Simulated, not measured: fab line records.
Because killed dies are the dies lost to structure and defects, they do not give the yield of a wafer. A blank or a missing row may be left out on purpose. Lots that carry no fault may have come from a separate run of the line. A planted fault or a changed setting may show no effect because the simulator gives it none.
Which tool did it? -- flow nand harc -- 11 lots with 33 wafers sampled at 6 steps, on a route of 1159 steps

== WHAT EACH GAUGE READ, for each wafer ==
NHARC_END_SORT_01.
lot,measured,on,killed at array
L404,day 25 07:33,prober-02,31 26 129
L407,day 25 09:01,prober-01,34 112 30

== TOOL THAT RAN EACH LOT (tool first, then ch and the chambers of the sampled wafers, then the start) ==
lot,NHARC_A_CONTACT_ETCH_133,NHARC_A_CONTACT_ETCH_91,NHARC_A_CONTACT_DESCUM_13,NHARC_A_CONTACT_ETCH_30,NHARC_A_CONTACT_ETCH_135
L387,"har cap etch-01 ch 1, day 16 18:23","rie diel-06 ch 0,1, day 16 18:58","rie diel-13 ch 1,3, day 17 00:49","rie diel-13 ch 0,3, day 17 02:02 or earlier","har cap etch-01 ch 0,1, day 17 02:02"
L390,"har cap etch-01 ch 0,1, day 16 22:06","rie diel-13 ch 0,2,3, day 16 22:42","rie diel-04 ch 0,1, day 17 02:36","rie diel-04 ch 1,2,3, day 17 03:54 or earlier","har cap etch-02 ch 0,1, day 17 03:54"
L389,"har cap etch-03 ch 0,1, day 16 22:25","rie diel-04 ch 0,2,3, day 16 22:57","rie diel-13 ch 1,2,3, day 17 02:15","rie diel-13 ch 0,2,3, day 17 03:27 or earlier","har cap etch-03 ch 0,1, day 17 03:27"
L392,"har cap etch-02 ch 0,1, day 17 14:01","rie diel-04 ch 1,2, day 17 14:37","rie diel-04 ch 0,3, day 17 18:03","rie diel-04 ch 0,3, day 17 19:28 or earlier","har cap etch-03 ch 0,1, day 17 19:28"
L394,"har cap etch-02 ch 0,1, day 18 15:52","rie diel-04 ch 0,1,2, day 18 16:24","rie diel-04 ch 1,2,3, day 18 20:43","rie diel-04 ch 0,2,3, day 18 21:59 or earlier","har cap etch-02 ch 0,1, day 18 21:59"
L397,"har cap etch-02 ch 0,1, day 19 11:49","rie diel-04 ch 2,3, day 19 12:18","rie diel-04 ch 0,1, day 19 18:42","rie diel-04 ch 0,1,2, day 19 19:59 or earlier","har cap etch-02 ch 0,1, day 19 19:59"
L395,"har cap etch-01 ch 0,1, day 19 11:56","rie diel-04 ch 0,2,3, day 19 12:29","rie diel-06 ch 1,2,3, day 19 17:43","rie diel-06 ch 0,3, day 19 19:59 or earlier","har cap etch-03 ch 0,1, day 19 19:59"
L404,"har cap etch-02 ch 0,1, day 20 21:35","rie diel-13 ch 0,1,3, day 20 22:10","rie diel-13 ch 0,1,2, day 21 08:56","rie diel-13 ch 1,2,3, day 21 10:13 or earlier","har cap etch-01 ch 0,1, day 21 10:13"
L407,"har cap etch-02 ch 0,1, day 21 08:07","rie diel-06 ch 0,1,3, day 21 08:37","rie diel-04 ch 1,2, day 21 13:10","rie diel-04 ch 1,2, day 21 14:39 or earlier","har cap etch-03 ch 0,1, day 21 14:39"
L409,"har cap etch-01 ch 0,1, day 22 03:10","rie diel-06 ch 0,2,3, day 22 03:45","rie diel-13 ch 0,1,3, day 22 10:23","rie diel-13 ch 0,1, day 22 11:35 or earlier","har cap etch-02 ch 0,1, day 22 11:35"
L410,"har cap etch-01 ch 0,1, day 22 17:50","rie diel-04 ch 0,2, day 22 18:22","rie diel-13 ch 0,1,2, day 23 00:12","rie diel-13 ch 0,3, day 23 01:27 or earlier","har cap etch-03 ch 1, day 23 01:27"
- NHARC_A_CONTACT_ETCH_133: etches the open film in C4F8/O2/Ar, time 195 s, target depth 840 nm.
- NHARC_A_CONTACT_ETCH_91: etches the open film in CH3F/O2, target depth 40 nm, time 85.7 s.
- NHARC_A_CONTACT_DESCUM_13: chemistry O2, time 3 s.
- NHARC_A_CONTACT_ETCH_30: etches the open film in CF4/CHF3, target depth 60.5 nm, time 30.2 s.
- NHARC_A_CONTACT_ETCH_135: etches the open film in C4F8/O2/Ar, time 132 s, target depth 1287 nm.

== THE ANSWER, worked out from the rows above alone ==
Rule: the lots themselves supply what counts as usual. Put in order of their means at a reading, lots are off if they are a third of the lots or fewer, leave a main group of 4 or more, and stand apart from it by a gap of 3 or more times the standard deviation of the main group's means; of several such gaps the widest counts. A main group is skipped when, at the precision printed for the reading in the tables above, its means are all equal. A lot without any number at a reading at which 4 lots or more have one is off too. The other lots that the step has rows for count as sound.
Across all readings shown, no lot is off: no conclusion can be drawn from this.

== WHAT HAD BEEN PUT IN BY THE SIMULATOR ==
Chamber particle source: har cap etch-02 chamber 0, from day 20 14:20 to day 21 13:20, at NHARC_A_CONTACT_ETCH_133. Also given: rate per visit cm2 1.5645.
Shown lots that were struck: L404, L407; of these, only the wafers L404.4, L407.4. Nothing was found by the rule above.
